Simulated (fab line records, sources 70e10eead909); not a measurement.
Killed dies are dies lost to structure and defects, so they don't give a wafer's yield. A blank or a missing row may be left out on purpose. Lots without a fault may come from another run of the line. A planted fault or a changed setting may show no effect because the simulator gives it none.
Chamber matching | flow nand_harc | NHARC_A_WL_FILL_ALD_10 on ald_hk-03: 4 sister chambers
The step deposits SiO2, target thk 50 nm, pulse time 10 s, ald cycles 500. 8 wafers are shown with their chamber, then 7 later ones without.

WAFERS WITH THEIR CHAMBER
wafer  | chamber | heater_power_w (W) | precursor_pulse_height_rel
L079.6 | 2       | 500                | 0.980
L086.1 | 2       | 475                | 0.974
L086.2 | 3       | 472                | 0.997
L089.3 | 1       | 575                | 1.029
L089.5 | 0       | 512                | 0.995
L089.6 | 1       | 576                | 0.987
L093.3 | 3       | 454                | 0.980
L093.5 | 0       | 512                | 0.998

WAFERS WITHOUT THEIR CHAMBER
wafer  | heater_power_w (W) | precursor_pulse_height_rel
L093.6 | 464                | 0.992
L097.2 | 494                | 0.999
L097.3 | 518                | 0.954
L097.4 | 595                | 0.998
L094.3 | 462                | 0.994
L094.1 | 586                | 0.956
L094.4 | 485                | 0.993

WHICH CHAMBER EACH WENT THROUGH
wafer  | from the rows above          | in truth
L093.6 | 3                            | 3
L097.2 | can't be placed: 2 or 0 or 3 | 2
L097.3 | can't be placed: 0 or 2      | 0
L097.4 | 1                            | 1
L094.3 | 3                            | 3
L094.1 | 1                            | 1
L094.4 | can't be placed: 2 or 3 or 0 | 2
Placed correctly: 4 of 7. Can't be placed from these rows: 3 (the true chamber is among the candidates in 3). Placed wrongly: 0.
How it was worked out, from the rows above alone: a wafer's distance from a chamber is the root of the sum, over the readings, of the square of ((its reading less the chamber's mean) divided by the reading's scatter). The wafer belongs to the nearest chamber; if the next one is less than 2 further off, it can't be placed. A chamber's mean is the mean of its shown wafers. The scatter: the root of (the sum of the squares of (reading less its chamber's mean) over the shown wafers, divided by (wafers less chambers)).
